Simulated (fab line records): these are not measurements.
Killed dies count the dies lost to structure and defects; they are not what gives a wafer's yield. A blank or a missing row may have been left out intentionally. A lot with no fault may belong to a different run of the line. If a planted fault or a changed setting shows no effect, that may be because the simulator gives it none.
What tool caused it?    flow n5_finfet    Sampling: 24 lots, 72 wafers, 4 of 1938 route steps

WHAT THE GAUGES READ, wafer by wafer
N5_BEOL_M15_OVL_MEAS_29.
lot   measured      on          M15_OVL (nm)
L074  day 11 05:19  overlay-01  -3 2 -4
L076  day 11 14:05  overlay-01  -2 -6 1
L075  day 11 17:11  overlay-02  12 8 5
L078  day 12 08:33  overlay-01  -3 -2 -2
L077  day 12 15:06  overlay-01  -1 4 -1
L079  day 13 02:31  overlay-02  -5 5 -1
L080  day 13 15:08  overlay-01  -12 -5 -8
L083  day 13 15:38  overlay-01  -9 -2 -3
L081  day 13 18:50  overlay-01  -2 7 1
L082  day 13 16:38  overlay-02  4 -1 -1
L085  day 14 03:32  overlay-02  11 5 4
L084  day 14 04:57  overlay-02  -2 -1 -2
L086  day 15 00:28  overlay-02  5 6 1
L088  day 15 00:49  overlay-02  -2 -3 -2
L087  day 15 05:49  overlay-01  4 5 2
L090  day 15 12:08  overlay-02  -2 -4 -4
L092  day 15 14:15  overlay-02  -6 -10 -7
L089  day 15 17:11  overlay-02  4 1 6
L091  day 15 18:40  overlay-02  -1 -12 -9
L093  day 16 09:13  overlay-01  0 -4 0
L095  day 16 12:12  overlay-02  6 -2 -3
L094  day 16 12:22  overlay-02  2 0 2
L097  day 17 00:59  overlay-01  4 -2 -9
L096  day 17 05:24  overlay-01  0 6 6

N5_BEOL_M15_RS_MEAS_54: a four-point-probe measurement.
lot   measured      on             M15_RS (ohm/sq)
L074  day 11 09:40  film_metro-02  0.0215 0.0219 0.0220
L076  day 11 20:38  film_metro-02  0.0214 0.0220 0.0215
L075  day 11 21:27  film_metro-02  0.0221 0.0217 0.0220
L078  day 12 12:58  film_metro-02  0.0211 0.0218 0.0223
L077  day 12 18:44  film_metro-02  0.0215 0.0219 0.0225
L079  day 13 06:31  film_metro-01  0.0209 0.0224 0.0216
L080  day 13 19:19  film_metro-02  0.0222 0.0223 0.0213
L083  day 13 20:07  film_metro-01  0.0214 0.0209 0.0214
L081  day 13 22:28  film_metro-02  0.0212 0.0212 0.0211
L082  day 13 20:24  film_metro-01  0.0215 0.0210 0.0213
L085  day 14 09:35  film_metro-01  0.0223 0.0217 0.0208
L084  day 14 09:45  film_metro-02  0.0216 0.0217 0.0215
L086  day 15 04:14  film_metro-01  0.0223 0.0221 0.0218
L088  day 15 06:25  film_metro-02  0.0225 0.0219 0.0225
L087  day 15 09:25  film_metro-02  0.0216 0.0215 0.0219
L090  day 15 18:53  film_metro-01  0.0219 0.0216 0.0214
L092  day 15 20:23  film_metro-01  0.0208 0.0216 0.0216
L089  day 15 22:14  film_metro-02  0.0215 0.0220 0.0215
L091  day 15 22:20  film_metro-01  0.0217 0.0208 0.0223
L093  day 16 12:44  film_metro-01  0.0219 0.0218 0.0211
L095  day 16 16:04  film_metro-02  0.0212 0.0211 0.0212
L094  day 16 19:56  film_metro-01  0.0217 0.0217 0.0211
L097  day 17 05:46  film_metro-02  0.0220 0.0216 0.0215
L096  day 17 10:55  film_metro-01  0.0217 0.0224 0.0218

EACH LOT AND THE TOOL THAT RAN IT (in order: tool; ch and the chambers of the sampled wafers; start)
lot   N5_BEOL_M14_ETCH_68                 N5_BEOL_M15_PRE_CLEAN_42
L074  rie_diel-06 ch 0,2,3, day 10 22:19  pvd_sputter-03, day 11 08:23
L076  rie_diel-06 ch 0,1, day 11 08:30    pvd_sputter-03, day 11 19:16
L075  rie_diel-04 ch 0,2,3, day 11 12:09  pvd_sputter-01, day 11 19:52
L078  rie_diel-04 ch 1,2, day 12 03:29    pvd_sputter-02, day 12 11:35
L077  rie_diel-04 ch 0,2,3, day 12 09:55  pvd_sputter-01, day 12 17:12
L079  rie_diel-06 ch 0,3, day 12 14:53    pvd_sputter-02, day 13 05:04
L080  rie_diel-04 ch 0,1,3, day 13 09:05  pvd_sputter-02, day 13 18:01
L083  rie_diel-04 ch 0,1,3, day 13 09:32  pvd_sputter-02, day 13 18:28
L081  rie_diel-06 ch 1,2, day 13 09:42    pvd_sputter-02, day 13 21:11
L082  rie_diel-01 ch 0,2,3, day 13 10:02  pvd_sputter-03, day 13 18:54
L085  rie_diel-01 ch 2,3, day 13 21:54    pvd_sputter-02, day 14 08:15
L084  rie_diel-06 ch 0,1,2, day 14 00:44  pvd_sputter-03, day 14 08:15
L086  rie_diel-04 ch 0,2,3, day 14 15:04  pvd_sputter-03, day 15 02:18
L088  rie_diel-01 ch 2,3, day 14 17:05    pvd_sputter-02, day 15 04:43
L087  rie_diel-01 ch 0,2, day 14 23:46    pvd_sputter-01, day 15 08:02
L090  rie_diel-04 ch 0,1,3, day 15 07:12  pvd_sputter-02, day 15 17:37
L092  rie_diel-04 ch 1,3, day 15 08:43    pvd_sputter-01, day 15 19:05
L089  rie_diel-01 ch 0,1,2, day 15 08:49  pvd_sputter-03, day 15 20:57
L091  rie_diel-01 ch 2,3, day 15 09:24    pvd_sputter-02, day 15 21:03
L093  rie_diel-06 ch 0,1,2, day 16 04:11  pvd_sputter-03, day 16 11:19
L095  rie_diel-01 ch 0,2, day 16 04:20    pvd_sputter-01, day 16 14:46
L094  rie_diel-06 ch 1,2,3, day 16 05:26  pvd_sputter-03, day 16 18:40
L097  rie_diel-04 ch 0,1,2, day 16 18:29  pvd_sputter-03, day 17 04:29
L096  rie_diel-01 ch 0,1,2, day 16 22:43  pvd_sputter-01, day 17 09:23
- N5_BEOL_M14_ETCH_68: etches SOC in N2/H2, time 450 s.
- N5_BEOL_M15_PRE_CLEAN_42: time 30 s.

WHAT THE TOOLS THEMSELVES READ (means of the sampled wafers that have a number; where no wafer has one, the mark that the record gives instead)
N5_BEOL_M14_ETCH_68.
lot   tool         chamber_pressure_mTorr (mTorr)  drypump_motor_current_A (A)  h2_flow_sccm (sccm)  oes_product_au (a.u.)  rf_fwd_power_W (W)  rf_vpp_V (V)  showerhead_plenum_p_Torr (Torr)  temp_c (C)  throttle_valve_pct (%)
L074  rie_diel-06  30.00                           5.8                          200.2                0.80                   2989                523.2         2.53                             40.00       17.69
L076  rie_diel-06  30.03                           5.8                          200.1                0.93                   2995                524.4         2.56                             39.95       17.56
L075  rie_diel-04  30.00                           6.0                          200.3                0.77                   3000                524.0         2.55                             39.95       17.58
L078  rie_diel-04  30.01                           5.5                          200.4                0.68                   2987                523.2         2.53                             39.96       17.61
L077  rie_diel-04  29.99                           6.0                          199.9                0.76                   3005                524.4         2.54                             39.97       17.61
L079  rie_diel-06  29.97                           5.9                          200.6                0.79                   2995                523.3         2.52                             39.87       17.63
L080  rie_diel-04  29.99                           5.9                          199.9                0.75                   2993                522.5         2.50                             40.11       17.60
L083  rie_diel-04  30.04                           5.9                          199.8                0.75                   2993                522.7         2.50                             40.04       17.61
L081  rie_diel-06  29.99                           5.8                          199.7                0.83                   2998                524.1         2.55                             40.04       17.75
L082  rie_diel-01  29.99                           5.5                          200.0                0.83                   2994                525.7         2.63                             39.98       17.93
L085  rie_diel-01  29.99                           5.7                          200.5                0.83                   2990                525.8         2.61                             40.09       17.94
L084  rie_diel-06  29.98                           5.7                          200.0                0.82                   2994                523.9         2.53                             39.88       17.70
L086  rie_diel-04  29.99                           5.9                          199.8                0.74                   2996                523.6         2.54                             40.09       17.64
L088  rie_diel-01  30.03                           5.6                          199.7                0.82                   3000                525.3         2.60                             39.98       17.96
L087  rie_diel-01  29.99                           5.4                          200.5                0.82                   3007                525.7         2.64                             40.04       17.95
L090  rie_diel-04  30.01                           5.9                          200.3                0.82                   3002                522.5         2.49                             40.00       17.49
L092  rie_diel-04  30.02                           5.7                          199.5                0.86                   2997                522.6         2.46                             40.02       17.34
L089  rie_diel-01  29.99                           5.5                          200.2                0.87                   2998                527.1         2.64                             39.98       17.96
L091  rie_diel-01  30.00                           5.6                          199.4                0.81                   2984                525.4         2.60                             40.05       17.97
L093  rie_diel-06  29.99                           5.7                          200.1                0.79                   2996                523.8         2.53                             40.02       17.74
L095  rie_diel-01  30.00                           5.4                          200.5                0.80                   3006                525.3         2.63                             40.02       17.96
L094  rie_diel-06  29.99                           5.9                          199.9                0.80                   3004                523.8         2.54                             39.88       17.71
L097  rie_diel-04  30.01                           5.7                          200.4                0.88                   3000                524.8         2.55                             40.04       17.40
L096  rie_diel-01  30.01                           5.5                          199.6                0.84                   2997                525.9         2.63                             39.92       17.98

N5_BEOL_M15_PRE_CLEAN_42.
lot   tool            heater_power_w (W)
L074  pvd_sputter-03  473
L076  pvd_sputter-03  471
L075  pvd_sputter-01  409
L078  pvd_sputter-02  461
L077  pvd_sputter-01  431
L079  pvd_sputter-02  449
L080  pvd_sputter-02  458
L083  pvd_sputter-02  455
L081  pvd_sputter-02  458
L082  pvd_sputter-03  482
L085  pvd_sputter-02  442
L084  pvd_sputter-03  473
L086  pvd_sputter-03  460
L088  pvd_sputter-02  446
L087  pvd_sputter-01  446
L090  pvd_sputter-02  445
L092  pvd_sputter-01  416
L089  pvd_sputter-03  467
L091  pvd_sputter-02  459
L093  pvd_sputter-03  469
L095  pvd_sputter-01  470
L094  pvd_sputter-03  464
L097  pvd_sputter-03  467
L096  pvd_sputter-01  457

THE ANSWER, worked out from the rows above alone
Rule: the usual values come from the lots themselves. Put in order of their means at a reading, lots are off if they are a third of the lots or fewer, leave a main group of 4 or more, and stand apart from it by a gap of 3 or more times the standard deviation of the main group's means; of several such gaps the widest counts. A main group whose means are all the same, to the digits that the tables above print for the reading, isn't used. A lot without any number at a reading at which 4 lots or more have one is off too. Any other lot the step has rows for is counted as sound. The gauges are gone through in route order, then the tools' own readings, and for those a lot's mean is taken as printed above. The first step at which some lot is off is used, and at that step the reading that is off furthest; a lot without a number counts as furthest.
None of the lots is off at any reading shown; this tells nothing.

WHAT HAD BEEN PUT IN BY THE SIMULATOR
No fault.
